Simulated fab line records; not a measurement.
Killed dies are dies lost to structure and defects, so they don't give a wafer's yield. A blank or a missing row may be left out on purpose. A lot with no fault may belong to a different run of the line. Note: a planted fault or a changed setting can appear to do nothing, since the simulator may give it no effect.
fab line records | flow n5-finfet
[record] lots = 8 wafers = 24 last-day = 17
route steps=1938 shown BEOL_M4@1111 BEOL_M11@1554 PASSIVATION@1936
lots that met no fault: taken from a fault-free run of the same line
start-h: hours from the record's opening day to when the first of the lot's shown wafers began | wait-h: how many hours have passed since the lot's step before this one | " unchanged from the row above | L1.1+2: a row that stands for several wafers | - either no value or no given start | * or withheld: withheld | < > ~ a bound
route shown NAME@n: names a module that has steps shown in the file, with the first one's number in the route | usual: the fault-free wafers' mean and standard deviation | same: alike in all rows | chamber/n: place in a boat | sites: the reading at each site | _std_site: how widely they spread, as a standard deviation | _edge_site: mean of outer sites minus mean of inner sites | radius-mm: for every site, how far away it sits from the centre of the wafer | mask NAME#n: copy n | behind: the most recent tool/chamber to have shaped the wafer | hold: the reason the lot was held/the length of the hold in hours/how it ended | device: names the non-switching transistor (n, p or np) | end of line: the same wafers' tests at the end of the route | for a step that has no rows: nothing shown but its recipe | killed: not the wafer's yield, but the dies lost to structure and defects at the first sort | map: shows each die of a wafer: x if killed, . if not, _ if none is there
set.NAME: the setting as run; set.NAME@STEP: as run at that earlier step | model.NAME: the simulator's own value behind a step, which no gauge read
the route's steps for a sample of lots (tables are steps, rows are wafers)
services: from which hour (start-h, from the record's first day; less than 0 if before it) a tool's chamber was out of use, for how many hours, and why
[[steps]]
[step N5_BEOL_M4_RC_MEAS_101]
[usual] DIBL_N = 36.3/1.4 DIBL_P = 35.7/1.5 IOFF_N = 0.155/0.022 IOFF_P = 0.204/0.027 ION_N = 671/9 ION_P = 459/6.2 SS_N = 71.5/0.54 SS_P = 73.1/0.56 VT_N = 250.2/2.6 VT_P = -251/3.3
// columns lot.wafer tool chamber start-h wait-h DIBL_N[mV/V] DIBL_P[mV/V] IOFF_N[nA/um] IOFF_P[nA/um] ION_N[uA/um] ION_P[uA/um] SS_N[mV/dec] SS_P[mV/dec] VT_N[mV] VT_P[mV]
L943.3 prober-02 0 183.83 0.3 37.2 36.6 0.163 0.231 675 466 71.6 73.9 247.0 -247
L943.4 " 0 " " 35.4 34.2 0.129 0.187 664 461 70.4 73.0 253.1 -248
L943.5 " 0 " " 34.5 32.8 0.117 0.180 659 458 70.5 72.1 252.6 -250
L956.4 prober-01 0 253.56 0.5 36.8 34.0 0.151 0.169 666 454 71.4 72.9 248.8 -257
L956.5 " 0 " " 36.0 33.6 0.138 0.161 667 451 71.5 72.5 253.7 -254
L956.6 " 0 " " 35.6 33.8 0.136 0.166 671 457 71.4 73.1 252.2 -256
L957.1 prober-02 0 255.69 0.0 38.7 36.4 0.170 0.212 677 462 72.5 73.1 246.9 -247
L957.3 " 0 " " 38.6 36.9 0.167 0.211 673 457 72.1 74.2 247.0 -252
L957.4 " 0 " " 37.4 35.5 0.143 0.199 668 456 72.0 73.8 252.2 -251
L954.2 prober-01 0 256.94 0.2 35.5 37.0 0.149 0.189 677 458 71.5 73.8 249.4 -251
L954.4 " 0 " " 35.8 36.9 0.160 0.193 672 457 71.5 72.9 250.1 -254
L954.5 " 0 " " 34.5 36.1 0.144 0.182 668 454 71.3 73.4 250.6 -250
L960.2 prober-01 0 274.48 0.2 34.1 33.5 0.119 0.174 666 457 71.0 72.7 253.2 -252
L960.3 " 0 " " 35.0 34.6 0.131 0.185 664 457 71.2 72.9 252.5 -251
L960.6 " 0 " " 35.4 34.6 0.138 0.192 677 462 71.6 73.0 250.7 -251
L962.1 prober-01 0 293.64 0.0 36.0 35.2 0.143 0.185 674 459 71.3 72.9 252.5 -254
L962.2 " 0 " " 34.7 33.2 0.120 0.159 655 450 72.0 72.7 253.5 -254
L962.6 " 0 " " 37.8 37.7 0.188 0.224 682 464 71.5 73.9 245.5 -251
L964.2 prober-01 0 302.79 0.2 33.6 33.7 0.105 0.161 653 456 71.3 72.2 254.8 -251
L964.5 " 0 " " 36.1 36.6 0.139 0.207 663 461 71.6 73.2 251.6 -251
L964.6 " 0 " " 33.8 33.5 0.106 0.159 644 452 70.9 72.9 255.0 -254
L965.4 prober-01 0 307.64 0.5 35.3 34.7 0.137 0.179 669 460 71.7 72.8 250.5 -255
L965.5 " 0 " " 37.3 35.9 0.166 0.192 671 452 71.9 72.1 249.3 -252
L965.6 " 0 " " 35.1 34.5 0.135 0.178 668 457 71.5 72.3 253.9 -253
[step N5_BEOL_M11_ETCH_62]
[recipe] chemistry = N2/H2 target = SOC target-depth-a = 1100 overetch-a = 220 mask-material = SiARC temp-c = 40 time-s = 165 ion-energy-ev = 200 pressure-mtorr = 30 source-w = 840 bias-w = 150 n2-flow-sccm = 200 h2-flow-sccm = 200
[usual] drypump-motor-current-A = 5.80/0.29 oes-product-au = 0.68/0.075 rf-vpp-V = 523.8/2.4 showerhead-plenum-p-Torr = 2.54/0.079 throttle-valve-pct = 17.9/0.31
// columns lot.wafer tool chamber start-h wait-h drypump-motor-current-A oes-product-au rf-hours-counter-h rf-vpp-V showerhead-plenum-p-Torr throttle-valve-pct
L943.3 rie-diel-04 2 238.73 0.0 5.83 0.74 45 522.7 2.49 17.2
L943.4 " 0 " " 5.84 0.64 167 525.8 2.65 18.2
L943.5 " 2 " " 5.83 0.74 - 522.7 2.49 17.2
L956.4 rie-diel-06 3 309.23 0.0 6.20 0.65 127 521.9 2.44 18.0
L956.5 " 2 " " 5.76 0.60 - 525.3 2.62 18.1
L956.6 " 3 " " 6.13 0.64 - 520.7 2.44 18.0
L957.1 rie-diel-02 2 316.62 0.0 5.34 0.62 193 519.7 2.43 17.8
L957.3 " 3 " " 5.57 0.77 22 527.0 2.59 17.6
L957.4 " 0 " " 6.09 0.62 - 523.1 2.52 18.2
L954.2 rie-diel-04 3 316.81 0.0 5.46 0.60 243 522.6 2.51 18.2
L954.4 " 1 " " 6.25 0.74 52 527.8 2.69 18.0
L954.5 " 0 " " 5.84 0.63 - 526.8 2.64 18.3
L960.2 rie-diel-02 2 333.36 0.0 5.27 0.62 200 521.1 2.43 17.8
L960.3 " 0 " " 6.09 0.62 216 522.9 2.51 18.2
L960.6 " 0 " " 6.11 0.61 - 522.5 2.51 18.2
L962.1 rie-diel-04 3 354.92 0.0 5.45 0.84 0 523.2 2.50 17.8
L962.2 " 0 " " 5.84 0.62 197 525.6 2.63 18.3
L962.6 " 1 " " 6.26 0.72 - 529.6 2.68 18.0
L964.2 rie-diel-02 3 355.42 0.0 5.62 0.76 36 525.1 2.58 17.7
L964.5 " 0 " " 6.10 0.61 - 524.4 2.51 18.2
L964.6 " 1 " " 5.91 0.78 - 521.8 2.49 17.7
L965.4 rie-diel-02 0 361.82 0.0 6.09 0.61 225 522.5 2.51 18.2
L965.5 " 1 " " 5.89 0.77 - 523.1 2.48 17.7
L965.6 " 0 " " 6.11 0.61 - 522.2 2.51 18.2
[step N5_BEOL_M11_STRIP_67]
[recipe] chemistry = CF4 resist = SiARC power-w = 300 bias-power-w = 75 pressure-mtorr = 50 cf4-flow-sccm = 150 rf-frequency-hz = 6e+07
[usual] bias-power-w = 74.98/0.21 cf4-flow-sccm = 149.9/0.47 drypump-motor-current-A = 5.79/0.29 oes-product-au = 0.80/0.088 power-w = 299.9/0.82 rf-vpp-V = 271.2/1.4 showerhead-plenum-p-Torr = 1.79/0.054 throttle-valve-pct = 13.6/0.31
// columns lot.wafer tool chamber start-h wait-h bias-power-w cf4-flow-sccm drypump-motor-current-A oes-product-au power-w rf-hours-counter-h rf-vpp-V showerhead-plenum-p-Torr throttle-valve-pct
L943.3 rie-diel-04 2 238.88 0.0 74.71 149.6 5.82 0.88 300.2 45 269.8 1.75 13.0
L943.4 " 0 " " 75.06 149.4 5.79 0.75 299.1 167 272.3 1.86 14.0
L943.5 " 2 " " 75.14 149.6 5.82 0.86 299.9 - 270.7 1.75 13.0
L956.4 rie-diel-06 3 309.38 0.0 74.80 149.8 6.14 0.77 301.1 127 270.5 1.74 13.8
L956.5 " 2 " " 75.12 149.9 5.78 0.70 299.3 - 271.7 1.85 13.9
L956.6 " 3 " " 74.82 149.8 6.15 0.77 300.2 - 269.7 1.74 13.8
L957.1 rie-diel-02 2 316.77 0.0 74.62 148.9 5.33 0.73 300.1 193 269.6 1.71 13.5
L957.3 " 3 " " 74.72 149.9 5.58 0.92 299.6 22 271.4 1.83 13.4
L957.4 " 0 " " 74.94 149.2 6.08 0.72 299.9 - 272.5 1.78 13.9
L954.2 rie-diel-04 3 316.95 0.0 74.80 149.9 5.45 0.70 300.6 243 273.0 1.77 13.9
L954.4 " 1 " " 74.76 149.1 6.27 0.87 299.3 52 273.4 1.89 13.6
L954.5 " 0 " " 75.02 149.7 5.82 0.74 299.3 - 273.0 1.86 14.0
L960.2 rie-diel-02 2 333.51 0.0 74.83 149.9 5.29 0.73 299.1 200 270.8 1.71 13.6
L960.3 " 0 " " 75.37 150.2 6.10 0.72 298.2 216 271.1 1.78 13.9
L960.6 " 0 " " 74.88 150.7 6.10 0.73 298.2 - 271.7 1.78 13.9
L962.1 rie-diel-04 3 355.07 0.0 75.06 149.7 5.47 1.00 301.0 0 269.5 1.76 13.3
L962.2 " 0 " " 75.60 149.7 5.87 0.74 300.9 197 270.9 1.86 14.0
L962.6 " 1 " " 75.07 150.1 6.23 0.85 300.0 - 272.9 1.88 13.6
L964.2 rie-diel-02 3 355.57 0.0 75.00 150.7 5.59 0.89 299.1 36 271.1 1.83 13.4
L964.5 " 0 " " 74.94 150.4 6.08 0.72 299.9 - 269.6 1.78 13.9
L964.6 " 1 " " 75.30 150.2 5.88 0.91 300.8 - 271.8 1.76 13.5
L965.4 rie-diel-02 0 361.96 0.0 75.14 150.5 6.11 0.72 299.6 225 271.2 1.78 14.0
L965.5 " 1 " " 75.41 150.1 5.90 0.90 300.4 - 269.3 1.76 13.5
L965.6 " 0 " " 74.86 150.1 6.09 0.72 299.2 - 270.2 1.78 14.0
[step N5_BEOL_M11_STRIP_19]
[recipe] chemistry = O2 power-w = 400 temp-c = 40 pressure-mtorr = 30 rf-frequency-hz = 6e+07 bias-power-w = 0 overash-fraction = 0.2 o2-flow-sccm = 225
[usual] bias-power-w = 0/0 chamber-pressure-mTorr = 30.00/0.033 drypump-motor-current-A = 5.85/0.24 o2-flow-sccm = 225.0/0.6 oes-product-au = 0.81/0.092 rf-vpp-V = 3.7/0.65 showerhead-plenum-p-Torr = 2.11/0.063 throttle-valve-pct = 16.71/0.3
// columns lot.wafer tool chamber start-h wait-h bias-power-w chamber-pressure-mTorr drypump-motor-current-A o2-flow-sccm oes-product-au rf-hours-counter-h rf-vpp-V showerhead-plenum-p-Torr throttle-valve-pct
L943.3 rie-diel-06 3 239.03 0.1 0 30.00 6.15 225.0 0.78 101 3.6 2.03 16.82
L943.4 " 0 " " 0 29.97 5.83 225.5 0.67 - 3.4 2.15 17.14
L943.5 " 3 " " 0 29.99 6.14 226.1 0.78 - 3.5 2.03 16.80
L956.4 rie-diel-06 3 309.53 0.1 - - - - - - - - -
L956.5 " 3 " " - - - - - - - - -
L956.6 " 0 " " - - - - - - - - -
L957.1 rie-diel-04 1 316.97 0.1 - - - - - - - - -
L957.3 " 2 " " - - - - - - - - -
L957.4 " 3 " " - - - - - - - - -
L954.2 rie-diel-02 0 317.11 0.1 - - - - - - - - -
L954.4 " 0 " " - - - - - - - - -
L954.5 " 3 " " - - - - - - - - -
L960.2 rie-diel-04 2 333.68 0.1 0 30.01 5.80 224.3 0.86 64 2.7 2.04 16.13
L960.3 " 3 " " 0 29.99 5.50 224.7 0.69 249 3.3 2.07 16.99
L960.6 " 2 " " 0 30.02 5.79 224.4 0.86 - 2.8 2.04 16.09
L962.1 rie-diel-06 0 355.23 0.1 0 29.99 5.82 225.3 0.88 34 3.6 2.14 16.69
L962.2 " 2 " " 0 30.01 5.76 224.5 0.69 240 4.3 2.15 16.88
L962.6 " 1 " " 0 30.03 5.96 224.6 0.88 - 4.2 2.15 16.44
L964.2 rie-diel-06 1 355.72 0.1 0 30.00 5.94 224.3 0.89 41 4.4 2.15 16.44
L964.5 " 1 " " 0 30.03 5.95 225.2 0.88 - 3.1 2.15 16.45
L964.6 " 0 " " 0 29.99 5.84 224.1 0.88 - 3.4 2.14 16.72
L965.4 rie-diel-04 3 362.15 0.1 0 30.03 5.47 225.2 0.98 2 3.1 2.07 16.55
L965.5 " 2 " " 0 30.02 5.82 225.4 0.84 - 3.5 2.04 16.12
L965.6 " 3 " " 0 29.99 5.45 224.2 0.98 - 3.8 2.07 16.53
[step N5_BEOL_M11_INSPECT_30]
[recipe] mode = adi inspect-instrument = brightfield
[usual] raw-defect-count = 481/94
// columns lot.wafer tool chamber start-h wait-h raw-defect-count
L943.3 defect-inspect-02 - 241.59 0.0 581
L943.4 " - " " 429
L943.5 " - " " 566
L956.4 defect-inspect-01 - 310.23 0.0 119
L956.5 " - " " 115
L956.6 " - " " 132
L957.1 defect-inspect-02 - 317.89 0.0 182
L957.3 " - " " 183
L957.4 " - " " 193
L954.2 defect-inspect-02 - 318.06 0.0 155
L954.4 " - " " 143
L954.5 " - " " 127
L960.2 defect-inspect-01 - 335.12 0.0 544
L960.3 " - " " 711
L960.6 " - " " 658
L962.1 defect-inspect-02 - 355.76 0.0 317
L962.2 " - " " 313
L962.6 " - " " 368
L964.2 defect-inspect-02 - 356.13 0.0 473
L964.5 " - " " 536
L964.6 " - " " 462
L965.4 defect-inspect-01 - 365.32 0.0 631
L965.5 " - " " 601
L965.6 " - " " 364
[step N5_BEOL_M11_VIA_ETCH_34]
[recipe] chemistry = C4F6/O2 target = SiCOH_lowk target-depth-a = 1845 mask-material = SOC taper-deg = 4 time-s = 69.2 ion-energy-ev = 250 pressure-mtorr = 30 source-w = 345 bias-w = 185 Ar_flow_sccm = 300 C4F6_flow_sccm = 10 O2_flow_sccm = 10
[usual] O2_flow_sccm = 9.996/0.029 drypump-motor-current-A = 5.82/0.29 oes-product-au = 0.79/0.087 rf-vpp-V = 666/4.7 showerhead-plenum-p-Torr = 2.85/0.088 throttle-valve-pct = 20.98/0.29
// columns lot.wafer tool chamber start-h wait-h O2_flow_sccm drypump-motor-current-A oes-product-au rf-hours-counter-h rf-vpp-V showerhead-plenum-p-Torr throttle-valve-pct
L943.3 rie-diel-02 2 242.11 0.0 9.964 5.31 0.77 162 661 2.73 20.74
L943.4 " 2 " " 9.963 5.33 0.75 - 661 2.73 20.73
L943.5 " 1 " " 9.986 5.91 0.70 - 668 2.81 21.26
L956.4 rie-diel-04 2 310.59 0.0 9.993 5.81 0.32 56 670 2.77 20.11
L956.5 " 3 " " 9.981 5.46 0.27 - 658 2.81 21.02
L956.6 " 2 " " 9.954 5.83 0.32 - 670 2.77 20.12
L957.1 rie-diel-04 1 318.13 0.0 10.013 6.23 0.33 53 668 3.01 20.87
L957.3 " 3 " " 9.984 5.47 0.26 243 660 2.81 21.02
L957.4 " 2 " " 9.990 5.79 0.32 58 670 2.77 20.12
L954.2 rie-diel-04 2 318.60 0.0 9.969 5.78 0.32 59 670 2.77 20.13
L954.4 " 3 " " 9.992 5.49 0.27 243 660 2.81 21.02
L954.5 " 3 " " 10.006 5.47 0.26 - 659 2.81 21.02
L960.2 rie-diel-06 2 335.36 0.0 9.995 5.77 0.70 234 673 2.93 21.13
L960.3 " 1 " " 10.010 5.96 0.89 35 677 2.90 20.61
L960.6 " 2 " " 10.049 5.77 0.70 - 674 2.93 21.14
L962.1 rie-diel-06 0 356.00 0.0 9.979 5.84 0.87 34 670 2.89 20.97
L962.2 " 1 " " 10.016 5.96 0.88 41 677 2.89 20.60
L962.6 " 2 " " 9.962 5.79 0.69 - 673 2.92 21.13
L964.2 rie-diel-02 0 356.65 0.0 9.992 6.08 0.71 223 667 2.82 21.27
L964.5 " 0 " " 9.991 6.09 0.70 - 667 2.82 21.24
L964.6 " 1 " " 10.024 5.91 0.93 - 668 2.79 20.91
L965.4 rie-diel-04 3 365.56 0.0 10.051 5.45 0.99 3 660 2.80 20.81
L965.5 " 0 " " 9.968 5.85 0.73 - 668 2.92 21.26
L965.6 " 1 " " 9.960 6.27 0.86 - 669 3.00 21.07
[step N5_PASSIVATION_PROBE_49]
[usual] defect-limited-yield = 91.0/1.5 killed_at_M0_to_M3 = 36/12 killed_at_M4_up = 14/5.5 killed-at-contacts = 11/4.8 killed-at-front-end = 42/12 killed-at-other = 3.7/2.7 killed-dies = 106/18 killed-on-rim = 13/4.5 killed-open = 70/13 killed-short = 35/8.2 sort_bin_5_function = 5.3/1 sort_bin_6_memory = 3.3/0.69 sort-n-pass = 1074/18 sort-yield-pct = 91.0/1.5
[same] gross-dies = 1180 killed-at-back-side = 0 sort_bin_4_leakage[%] = 0 sort_bin_8_speed[%] = 0
// columns lot.wafer tool chamber start-h wait-h defect-limited-yield[%] killed_at_M0_to_M3 killed_at_M4_up killed-at-contacts killed-at-front-end killed-at-other killed-dies killed-on-rim killed-open killed-short sort_bin_5_function[%] sort_bin_6_memory[%] sort-n-pass sort-yield-pct[%]
L956.4 prober-01 - 348.74 0.2 0 60 1056 8 53 3 1180 152 80 56 95.8 3.5 0 0
L956.5 prober-01 - 348.79 0.3 0 60 1079 12 29 0 1180 152 71 42 96.9 2.9 0 0
L956.6 prober-01 - 348.84 0.3 0 45 1085 14 34 2 1180 152 64 37 97.1 2.5 0 0
L954.2 prober-01 - 361.68 0.1 0 37 1109 8 22 4 1180 152 60 22 97.9 1.9 0 0
L954.4 prober-01 - 361.78 0.2 0 32 1091 26 30 1 1180 152 71 27 96.7 2.9 0 0
L954.5 prober-01 - 361.83 0.2 0 44 1101 8 26 1 1180 152 67 26 97.6 2.2 0 0
L957.1 prober-01 - 363.64 0.0 0 39 1091 7 42 1 1180 152 62 47 96.6 3.1 0 0
L957.3 prober-01 - 363.74 0.1 0 36 1096 5 39 4 1180 152 66 34 95.7 3.9 0 0
L957.4 prober-01 - 363.79 0.2 0 15 1117 4 43 1 1180 152 55 27 97.0 2.9 0 0
// killed by level:class
L956.4 BEOL_M11:area-etch=1042 BEOL_M0_SAQP:geometric-particle:short=14 BEOL_M1:geometric-particle:open=12 FIN_SAQP:geometric-particle:short=10 STI_FIN_REVEAL:geometric-particle:open=10 BEOL_M0_SAQP:geometric-particle:open=10 MOL_CONTACT_COAG:geometric-particle:open=7 BEOL_M1:geometric-particle:short=7
L956.5 BEOL_M11:area-etch=1064 BEOL_M1:geometric-particle:open=13 BEOL_M2:geometric-particle:open=13 BEOL_M1:geometric-particle:short=9 MOL_CONTACT_COAG:geometric-particle:open=8 BEOL_M0_SAQP:geometric-particle:short=8 BEOL_M0_SAQP:geometric-particle:open=8 STI_FIN_REVEAL:geometric-particle:open=7
L956.6 BEOL_M11:area-etch=1078 MOL_CONTACT_COAG:geometric-particle:open=11 BEOL_M2:geometric-particle:open=11 FIN_SAQP:geometric-particle:short=8 BEOL_M0_SAQP:geometric-particle:open=8 BEOL_M0_SAQP:geometric-particle:short=8 STI_FIN_REVEAL:geometric-particle:open=6 BEOL_M2:geometric-particle:short=6
L954.2 BEOL_M11:area-etch=1096 BEOL_M3:geometric-particle:open=21 BEOL_M4:geometric-particle:open=7 MOL_CONTACT_COAG:geometric-particle:open=5 STARTING-WAFER:geometric-particle:open=5 FIN_SAQP:geometric-particle:open=3 STI_FIN_REVEAL:geometric-particle:open=3 DUMMY_GATE:geometric-particle:open=3
L954.4 BEOL_M11:area-etch=1079 MOL_CONTACT_COAG:geometric-particle:open=20 BEOL_M3:geometric-particle:open=10 BEOL_M1:geometric-particle:open=7 BEOL_M4:geometric-particle:open=7 FIN_SAQP:geometric-particle:short=6 MOL_CONTACT_COAG:geometric-particle:short=6 BEOL_M0_SAQP:geometric-particle:open=6
L954.5 BEOL_M11:area-etch=1087 BEOL_M1:geometric-particle:open=10 BEOL_M0_SAQP:geometric-particle:short=9 STI_FIN_REVEAL:geometric-particle:open=7 BEOL_M0_SAQP:geometric-particle:open=7 BEOL_M2:geometric-particle:open=7 BEOL_M3:geometric-particle:open=7 DUMMY_GATE:geometric-particle:open=6
L957.1 BEOL_M11:area-etch=1067 FIN_SAQP:geometric-particle:short=16 BEOL_M0_SAQP:geometric-particle:short=11 BEOL_M4:geometric-particle:open=10 BEOL_M2:geometric-particle:open=8 GATE_CUT:geometric-particle:short=7 BEOL_M0_SAQP:geometric-particle:open=7 MOL_CONTACT_COAG:geometric-particle:open=6
L957.3 BEOL_M11:area-etch=1076 BEOL_M0_SAQP:geometric-particle:short=11 FIN_SAQP:geometric-particle:short=9 BEOL_M2:geometric-particle:open=9 BEOL_M4:geometric-particle:open=8 FIN_SAQP:geometric-particle:open=6 BEOL_M5:geometric-particle:open=5 FIN_CUT:geometric-particle:open=4
L957.4 BEOL_M11:area-etch=1095 BEOL_M4:geometric-particle:open=10 FIN_SAQP:geometric-particle:open=7 GATE_CUT:geometric-particle:short=6 GATE_CUT:geometric-particle:open=6 FIN_SAQP:geometric-particle:short=5 DUMMY_GATE:geometric-particle:open=5 MOL_CONTACT_COAG:geometric-particle:open=4
[[services]]
// columns tool chamber start-h hours kind
rie-diel-02 3 220.00 - clean
rie-diel-02 3 220.00 - consumable-replace:focus-ring
rie-diel-02 3 220.00 18.5 scheduled-down
rie-diel-02 3 220.00 18.5 vent-cycle
rie-diel-06 1 227.30 - clean
rie-diel-06 1 227.30 - consumable-replace:focus-ring
rie-diel-06 1 227.30 12.9 scheduled-down
rie-diel-06 1 227.30 12.9 vent-cycle
rie-diel-02 3 240.04 7.0 repair
rie-diel-04 3 256.08 4.6 repair
rie-diel-04 - 270.47 28.1 pm
rie-diel-02 3 286.50 12.4 repair
rie-diel-02 1 298.96 - clean
rie-diel-02 1 298.96 - consumable-replace:focus-ring
rie-diel-02 1 298.96 24.0 scheduled-down
rie-diel-02 1 298.96 24.0 vent-cycle
rie-diel-04 2 300.05 8.2 repair
rie-diel-06 2 315.03 5.0 repair
rie-diel-04 2 334.34 3.7 repair
rie-diel-04 3 338.15 - clean
rie-diel-04 3 338.15 - consumable-replace:focus-ring
rie-diel-04 3 338.15 16.6 scheduled-down
rie-diel-04 3 338.15 16.6 vent-cycle
rie-diel-06 2 364.29 10.0 repair
[[key]]
[first-sign] step = N5_BEOL_M11_STRIP_19 reading = tool-record direction = missing
[effect] step = N5_BEOL_M11_VIA_ETCH_34 reading = oes-product-au direction = down sigmas = 5.6 usual = 0.79 struck = 0.30
[effect] step = N5_PASSIVATION_PROBE_49 reading = killed_at_M4_up direction = up sigmas = 99+ usual = 14 struck = 1092
[more-kills-born-at] N5_BEOL_M11_ETCH_66@rie-diel-04 = 9684
met-at N5_BEOL_M11_STRIP_19
struck-lots L954,L956,L957
later-rows-left-out L954.2,L954.4,L954.5,L956.4,L956.5,L956.6,L957.1,L957.3,L957.4
not-acting-at N5_BEOL_M11_ETCH_62,N5_BEOL_M11_STRIP_67,N5_BEOL_M11_INSPECT_30
onset-between 239.03 309.53
[fault] kind = skipped-step-whole tool = rie-diel-02,rie-diel-04,rie-diel-06 chamber = - onset-h = 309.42 steps = N5_BEOL_M11_STRIP_19 scope = struck-lots-only
// later-rows-left-out: the simulator's readings of these wafers behind a module that went badly wrong aren't trusted and aren't shown, but for the sort
